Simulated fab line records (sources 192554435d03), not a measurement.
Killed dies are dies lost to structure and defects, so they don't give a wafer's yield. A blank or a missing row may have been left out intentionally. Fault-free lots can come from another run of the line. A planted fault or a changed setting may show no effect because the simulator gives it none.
fab line records    flow n5Finfet
record lots=6  wafers=17  lastDay=17
route steps=1938 shown HKMG_FIN@450 GATE_CUT@465 BEOL_M4@1111
lots untouched by any fault: they come from a run of this same line in which no faults occurred
startH: start of the lot's first displayed wafer, in hours after the record's first day    waitH: how many hours have passed since the lot's step before this one    " as in the row above    L1.1+2: several wafers, shown together as one row    - no value present, or no start provided    * or withheld: withheld    < > ~ a bound
route shown NAME@n: a module of which the file shows steps, and the number in the route of the first    usual: the fault-free wafers' mean and standard deviation    same: alike in all rows    chamber/n: place in a boat    sites: per-site readings    _std_site: the values' standard deviation    _edge_site: the outer-site mean with the inner-site mean subtracted    radiusMm: how far each site lies from the wafer's centre    mask NAME#n: copy n    behind: the most recent tool/chamber to have shaped the wafer    hold: why the lot was held/for how many hours/how that ended    device: the transistor (n, p or np) that didn't switch    end of line: at the end of the route, the tests of the same wafers    a step without rows: its recipe alone    killed: count of dies lost to structure and defects at first sort (not the wafer's yield)    map: shows each die of a wafer: x if killed, . if not, _ if none is there
set.NAME: setting as actually run; set.NAME@STEP: the setting as run at that earlier step    model.NAME: the simulator's own value behind a step, which no gauge read
lots at some steps of the route; a table a step, a row a wafer
services: the hour from which a tool's chamber was out of use, counted from the record's first day as startH (under 0 if before that day), plus the number of hours and why
## steps
# step N5_HKMG_FIN_COAT_66
# recipe resist=SOC  tempC=250  timeS=60  spinRpm=1500  resistThkNm=300
# step N5_HKMG_FIN_ETCH_67
# recipe chemistry=N2/H2  target=SOC  targetDepthA=3889  stopOn=TiN  ionEnergyEv=100  biasW=61  pressureMtorr=30  sourceW=850  n2FlowSccm=200  h2FlowSccm=200
# step N5_HKMG_FIN_STRIP_90
# recipe chemistry=N2/H2  material=SOC  timeS=20  powerW=500  tempC=40  pressureMtorr=50  rfFrequencyHz=6e+07  biasPowerW=8  h2Frac=0.5  n2FlowSccm=300  h2FlowSccm=300
# step N5_HKMG_FIN_WET_ETCH_73
# recipe chemistry=SC1  mix=1:2:40  tempC=50  timeS=42.3  targetDepthNm=1.3  dry=ipaMarangoni  rinseTimeS=30  rinseTempC=23
# step N5_HKMG_FIN_ETCHBACK_68
# recipe chemistry=Cl2/Ar  stopOn=HfO2  targetDepthA=5  pressureMtorr=10  icpW=600  biasW=60  Cl2_flow_sccm=40  Ar_flow_sccm=60
# step N5_HKMG_FIN_STRIP_69
# recipe chemistry=N2/H2  powerW=2500  tempC=300  h2Frac=0.65  timeS=360  pressureMtorr=withheld  n2FlowSccm=1750  h2FlowSccm=3250
# usual drypumpMotorCurrentA=5.6/0.6  heaterPowerW=453/29
lot.wafer  tool            chamber  startH  waitH  drypumpMotorCurrentA  heaterPowerW  rfHoursCounterH
L585.3     plasmaAsher-02  1        84.42   0.2    5.5                   493           -
L585.5     "               1        "       "      5.5                   492           -
L585.6     "               0        "       "      6.4                   405           -
L594.2     plasmaAsher-01  1        142.52  0.1    4.7                   439           99
L594.4     "               0        "       "      5.7                   463           -
L594.5     "               0        "       "      5.7                   455           -
L596.1     plasmaAsher-02  0        154.73  0.1    6.4                   417           51
L596.4     "               0        "       "      6.4                   420           -
L595.1     plasmaAsher-02  1        155.81  0.6    5.5                   496           52
L595.2     "               0        "       "      6.4                   423           52
L595.6     "               1        "       "      5.6                   498           -
L602.4     plasmaAsher-01  1        190.33  0.2    4.7                   439           -
L602.5     "               0        "       "      5.7                   452           -
L602.6     "               1        "       "      4.7                   444           -
L606.1     plasmaAsher-01  1        213.11  0.1    4.7                   444           110
L606.3     "               1        "       "      4.7                   443           -
L606.5     "               0        "       "      5.8                   455           -
# step N5_HKMG_FIN_ALD_21
# recipe material=TiN  targetThkA=15  tempC=400  aldPrecursorFamily=TiCl4  aldCoReactant=NH3  pulseTimeS=1  purgeTimeS=3  coReactantPurgeTimeS=2  coReactantPulseTimeS=2  aldCycles=68  pressureTorr=3
# step N5_HKMG_FIN_ALD_72
# recipe material=W  targetThkA=20  tempC=300  pressureTorr=7.5  aldPrecursorFamily=WF6  aldCoReactant=B2H6  pulseTimeS=1  purgeTimeS=2  coReactantPurgeTimeS=2  coReactantPulseTimeS=3  aldCycles=7
# usual heaterPowerW=478/31  precursorPulseHeightRel=1.000/0.019
lot.wafer  tool     chamber  startH  waitH  heaterPowerW  precursorPulseHeightRel
L585.3     cvdW-02  0        85.07   0.2    456           0.970
L585.5     "        0        "       "      445           0.984
L585.6     "        1        "       "      466           1.011
L594.2     cvdW-01  0        143.26  0.2    531           0.957
L594.4     "        1        "       "      494           1.014
L594.5     "        0        "       "      541           0.959
L596.1     cvdW-02  1        155.47  0.2    457           0.999
L596.4     "        1        "       "      459           0.984
L595.1     cvdW-01  0        156.55  0.2    536           0.993
L595.2     "        1        "       "      489           1.004
L595.6     "        0        "       "      520           0.987
L602.4     cvdW-01  1        190.97  0.0    482           1.020
L602.5     "        0        "       "      524           1.002
L602.6     "        1        "       "      484           1.008
L606.1     cvdW-02  1        214.04  0.2    455           0.988
L606.3     "        1        "       "      452           1.010
L606.5     "        0        "       "      453           0.982
# step N5_HKMG_FIN_W_FILL_22
# recipe material=W  targetThkA=600  tempC=400  pressureTorr=39.4  timeS=18.2
# step N5_HKMG_FIN_PRECLEAN_83
# recipe chemistry=DIW  timeS=57.5  tempC=23
# step N5_HKMG_FIN_SRD_84
# recipe dryTimeS=32  dry=n2Spin  spinRpm=1500
# step N5_HKMG_FIN_CMP_23
# recipe stopOn=SiNx  tOverpolishS=10  postCmpClean=rinseOnly  downForcePsi=4  platenRpm=50.289  padVelocityMS=1.0006  targetThkNm=46.326
# step N5_HKMG_FIN_CMP_94
# recipe stopOn=SiNx  postCmpClean=wDiluteNh4oh  tOverpolishS=4.7  downForcePsi=4  platenRpm=50.289  padVelocityMS=1.0006  targetThkNm=43.299
# usual motorCurrentA=11.7/1.5
lot.wafer  tool    chamber  startH  waitH  motorCurrentA  model.SiNx_of_SDB_ALD_29.thkNm
L585.3     cmp-04  1        85.73   0.3    9.9            28.2
L585.5     "       0        "       "      11.4           28.2
L585.6     "       1        "       "      10.0           28.4
L594.2     cmp-01  2        143.95  0.3    13.4           28.4
L594.4     "       0        "       "      14.2           28.2
L594.5     "       1        "       "      9.2            28.4
L596.1     cmp-03  0        156.18  0.3    11.7           27.8
L596.4     "       1        "       "      11.4           28.2
L595.1     cmp-03  0        157.23  0.3    10.6           27.6
L595.2     "       2        "       "      13.2           27.8
L595.6     "       3        "       "      12.2           28.2
L602.4     cmp-04  2        191.66  0.3    14.4           28.4
L602.6     "       0        "       "      11.5           28.2
L602.5     "       1        "       "      9.8            28.4
L606.3     cmp-03  0        214.69  0.4    11.0           28.4
L606.1     "       2        "       "      13.3           28.2
L606.5     "       0        "       "      10.7           28.2
# step N5_HKMG_FIN_INSPECT_28
# recipe inspectInstrument=darkfield  mode=postCmp
# usual rawDefectCount=40/18
lot.wafer  tool              chamber  startH  waitH  rawDefectCount
L585.3     defectInspect-02  -        85.93   0.0    40
L585.5     "                 -        "       "      39
L585.6     "                 -        "       "      44
L594.2     defectInspect-02  -        144.15  0.0    23
L594.4     "                 -        "       "      25
L594.5     "                 -        "       "      43
L596.1     defectInspect-02  -        156.36  0.0    41
L596.4     "                 -        "       "      38
L595.1     defectInspect-02  -        157.43  0.0    13
L595.2     "                 -        "       "      31
L595.6     "                 -        "       "      26
L602.4     defectInspect-01  -        191.84  0.0    68
L602.5     "                 -        "       "      34
L602.6     "                 -        "       "      51
L606.1     defectInspect-02  -        214.92  0.0    42
L606.3     "                 -        "       "      48
L606.5     "                 -        "       "      55
# step N5_GATE_CUT_ETCHBACK_00
# recipe chemistry=SF6/Cl2  target=W  pressureMtorr=8  icpW=900  biasW=80  SF6_flow_sccm=40  Cl2_flow_sccm=60
# usual drypumpMotorCurrentA=5.48/0.19  oesProductAu=0.75/0.11  throttleValvePct=27.56/0.17
lot.wafer  tool         chamber  startH  waitH  drypumpMotorCurrentA  oesProductAu  rfHoursCounterH  throttleValvePct
L585.3     rieMetal-03  0        86.00   0.1    5.39                  0.73          -                27.76
L585.5     "            1        "       "      5.41                  0.61          -                27.47
L585.6     "            0        "       "      5.39                  0.74          -                27.74
L594.2     rieMetal-02  1        144.18  0.0    5.84                  0.85          25               27.64
L594.4     "            1        "       "      5.80                  0.85          -                27.64
L594.5     "            1        "       "      5.75                  0.85          -                27.65
L596.1     rieMetal-02  0        156.39  0.0    5.30                  0.61          132              27.22
L596.4     "            1        "       "      5.81                  0.82          -                27.65
L595.1     rieMetal-02  1        157.47  0.0    5.78                  0.84          27               27.64
L595.2     "            0        "       "      5.27                  0.60          132              27.23
L595.6     "            1        "       "      5.82                  0.83          -                27.62
L602.4     rieMetal-01  1        191.91  0.1    5.41                  0.70          -                27.56
L602.5     "            1        "       "      5.42                  0.70          -                27.58
L602.6     "            0        "       "      5.42                  0.84          -                27.67
L606.1     rieMetal-03  1        214.96  0.0    5.41                  0.94          6                27.44
L606.3     "            0        "       "      5.40                  0.70          -                27.79
L606.5     "            1        "       "      5.41                  0.93          -                27.43
# step N5_GATE_CUT_ETCH_56
# recipe chemistry=Cl2/Ar  target=TiN  targetDepthA=216  pressureMtorr=10  icpW=600  biasW=60  Cl2_flow_sccm=40  Ar_flow_sccm=60
# usual drypumpMotorCurrentA=5.48/0.18  oesProductAu=0.75/0.11  throttleValvePct=20.91/0.13
lot.wafer  tool         chamber  startH  waitH  drypumpMotorCurrentA  oesProductAu  rfHoursCounterH  throttleValvePct
L585.3     rieMetal-03  0        86.11   0.1    5.38                  0.73          -                21.05
L585.5     "            1        "       "      5.40                  0.61          -                20.90
L585.6     "            0        "       "      5.39                  0.73          -                21.04
L594.2     rieMetal-02  1        144.30  0.1    5.81                  0.83          25               21.02
L594.4     "            1        "       "      5.79                  0.84          -                21.01
L594.5     "            1        "       "      5.79                  0.84          -                21.02
L596.1     rieMetal-02  0        156.51  0.1    5.28                  0.61          132              20.76
L596.4     "            1        "       "      5.75                  0.83          -                21.03
L595.1     rieMetal-02  1        157.59  0.1    5.78                  0.83          27               21.00
L595.2     "            0        "       "      5.29                  0.61          132              20.74
L595.6     "            1        "       "      5.79                  0.83          -                21.00
L602.4     rieMetal-01  1        192.02  0.1    5.41                  0.70          -                20.84
L602.5     "            1        "       "      5.43                  0.70          -                20.85
L602.6     "            0        "       "      5.44                  0.83          -                20.97
L606.1     rieMetal-03  1        215.08  0.1    5.44                  0.94          6                20.64
L606.3     "            0        "       "      5.38                  0.71          -                21.07
L606.5     "            1        "       "      5.40                  0.94          -                20.66
# step N5_GATE_CUT_ETCHBACK_30
# recipe chemistry=Cl2/Ar  target=TiN  targetDepthA=30  mode=isotropic  pressureMtorr=10  icpW=600  biasW=60  Cl2_flow_sccm=40  Ar_flow_sccm=60
# usual drypumpMotorCurrentA=5.49/0.19  oesProductAu=0.75/0.11  throttleValvePct=20.91/0.13
lot.wafer  tool         chamber  startH  waitH  drypumpMotorCurrentA  oesProductAu  rfHoursCounterH  throttleValvePct  model.SiNx_of_SDB_ALD_29.thkNm
L585.3     rieMetal-03  0        86.18   0.0    5.38                  0.73          -                21.08             27.2
L585.5     "            1        "       "      5.41                  0.60          -                20.87             27.2
L585.6     "            0        "       "      5.40                  0.74          -                21.04             27.2
L594.2     rieMetal-02  1        144.39  0.1    5.83                  0.84          25               21.00             27.2
L594.4     "            1        "       "      5.78                  0.83          -                21.02             27
L594.5     "            1        "       "      5.81                  0.84          -                21.02             27.2
L596.1     rieMetal-02  0        156.60  0.1    5.29                  0.61          132              20.75             26.8
L596.4     "            1        "       "      5.86                  0.84          -                21.02             27
L595.1     rieMetal-02  1        157.68  0.1    5.79                  0.83          27               21.01             26.6
L595.2     "            0        "       "      5.31                  0.61          132              20.72             26.6
L595.6     "            1        "       "      5.79                  0.83          -                21.01             27.2
L602.4     rieMetal-01  1        192.09  0.0    5.42                  0.70          -                20.88             27.2
L602.5     "            1        "       "      5.40                  0.71          -                20.85             27.2
L602.6     "            0        "       "      5.41                  0.84          -                20.94             27
L606.1     rieMetal-03  1        215.17  0.1    5.43                  0.94          6                20.64             27.2
L606.3     "            0        "       "      5.36                  0.71          -                21.07             27.2
L606.5     "            1        "       "      5.42                  0.94          -                20.64             27.2
# step N5_GATE_CUT_VAPOR_ETCH_60
# recipe chemistry=BCl3/Cl2  target=HfO2  mode=isotropic
# usual drypumpMotorCurrentA=5.48/0.19  oesProductAu=0.75/0.11
lot.wafer  tool         chamber  startH  waitH  drypumpMotorCurrentA  oesProductAu
L585.3     rieMetal-03  0        86.21   0.0    5.39                  0.74
L585.5     "            1        "       "      5.43                  0.60
L585.6     "            0        "       "      5.39                  0.74
L594.2     rieMetal-02  1        144.42  0.0    5.73                  0.84
L594.4     "            1        "       "      5.75                  0.85
L594.5     "            1        "       "      5.76                  0.84
L596.1     rieMetal-02  0        156.63  0.0    5.28                  0.61
L596.4     "            1        "       "      5.73                  0.84
L595.1     rieMetal-02  1        157.71  0.0    5.80                  0.83
L595.2     "            0        "       "      5.29                  0.61
L595.6     "            1        "       "      5.86                  0.83
L602.4     rieMetal-01  1        192.12  0.0    5.41                  0.70
L602.5     "            1        "       "      5.41                  0.70
L602.6     "            0        "       "      5.42                  0.84
L606.1     rieMetal-03  1        215.20  0.0    5.40                  0.94
L606.3     "            0        "       "      5.39                  0.70
L606.5     "            1        "       "      5.40                  0.94
# step N5_BEOL_M4_RC_MEAS_101
# usual DIBL_N=36.4/1.5  DIBL_P=36.6/1.9  IOFF_N=0.155/0.021  IOFF_P=0.211/0.028  ION_N=671/8.6  ION_P=462/5.8  SS_N=71.5/0.5  SS_P=73.4/0.58  VT_N=250.1/2.4  VT_P=-250.1/3
lot.wafer  tool       chamber  startH  waitH  DIBL_N[mV/V]  DIBL_P[mV/V]  IOFF_N[nA/um]  IOFF_P[nA/um]  ION_N[uA/um]  ION_P[uA/um]  SS_N[mV/dec]  SS_P[mV/dec]  VT_N[mV]  VT_P[mV]
L585.3     prober-01  0        176.79  0.3    37.1          37.4          0.171          0.216          674           460           72.2          73.8          250.8     -251.0
L585.5     "          0        "       "      34.4          33.9          0.128          0.171          661           451           70.4          73.1          252.5     -251.1
L585.6     "          0        "       "      36.4          37.1          0.157          0.220          668           459           71.5          73.1          250.2     -249.9
L594.2     prober-02  0        230.85  0.2    33.8          35.9          0.128          0.204          662           470           71.2          72.7          252.9     -250.4
L594.4     "          0        "       "      33.3          35.1          0.130          0.204          665           459           71.6          72.4          253.2     -249.0
L594.5     "          0        "       "      32.6          33.9          0.117          0.194          662           463           70.7          72.2          255.6     -251.4
L596.1     prober-01  0        236.66  0.0    37.9          36.6          0.174          0.260          679           470           71.2          74.1          248.3     -245.9
L596.4     "          0        "       "      36.7          35.3          0.170          0.243          681           476           71.0          73.4          247.0     -244.5
L595.1     prober-02  0        236.97  0.0    35.7          34.6          0.131          0.167          664           459           71.4          73.1          253.5     -252.8
L595.2     "          0        "       "      38.2          37.7          0.178          0.220          679           461           72.4          74.3          251.5     -250.0
L595.6     "          0        "       "      37.7          38.0          0.165          0.213          689           466           72.0          73.8          251.8     -250.6
L602.4     prober-02  0        278.42  0.5    36.5          39.2          0.179          0.239          677           466           71.5          73.3          249.6     -249.1
L602.5     "          0        "       "      35.6          37.8          0.161          0.225          674           464           71.4          73.4          250.0     -248.6
L602.6     "          0        "       "      35.2          37.0          0.158          0.206          676           462           71.6          73.3          249.0     -249.4
L606.1     prober-01  0        297.26  0.0    35.2          35.6          0.151          0.193          671           461           72.0          72.9          250.0     -251.9
L606.3     "          0        "       "      34.2          34.3          0.145          0.181          672           460           71.6          72.7          252.7     -252.8
L606.5     "          0        "       "      33.5          33.9          0.131          0.171          664           457           71.2          72.7          252.5     -252.1
## services
tool            chamber  startH  hours  kind
cmp-04          -        63.52   -      consumableReplace:conditioner
cmp-03          -        78.90   0.4    repair
cmp-03          -        80.51   8.9    pm
cmp-03          -        98.57   2.3    repair
cmp-04          -        103.67  1.1    repair
rieMetal-01     -        110.84  0.2    repair
cmp-04          -        111.69  1.2    repair
cmp-01          -        113.35  4.6    pm
cmp-01          -        128.92  2.1    repair
rieMetal-02     -        133.58  2.8    pm
cvdW-02         1        143.08  2.1    repair
rieMetal-03     1        147.43  -      clean
rieMetal-03     1        147.43  15.2   scheduledDown
rieMetal-03     1        147.43  15.2   ventCycle
plasmaAsher-01  -        151.40  9.6    repair
cmp-01          -        153.57  2.0    repair
cmp-03          -        183.79  20.6   pm
cvdW-01         0        191.42  10.5   repair
rieMetal-02     0        192.93  -      clean
rieMetal-02     0        192.93  18.3   scheduledDown
rieMetal-02     0        192.93  18.3   ventCycle
rieMetal-03     -        198.00  1.4    pm
cmp-03          -        204.75  0.8    repair
cmp-01          -        213.82  4.0    pm
## key
firstSign none at tools or gauges
modelEffect step=N5_HKMG_FIN_CMP_94  value=SiNx_of_SDB_ALD_29.thkNm  without=28.13  struck=27.73
modelEffect step=N5_GATE_CUT_ETCHBACK_30  value=SiNx_of_SDB_ALD_29.thkNm  without=27  struck=26.67
metAt N5_HKMG_FIN_CMP_94
struckWafers L595.1,L595.2,L596.1
fault kind=processParameterDrift  tool=cmp-03  chamber=-  onsetH=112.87  steps=N5_HKMG_FIN_CMP_94  channel=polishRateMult  offset=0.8  shape=step  endH=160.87  scope=struckWafersOnly
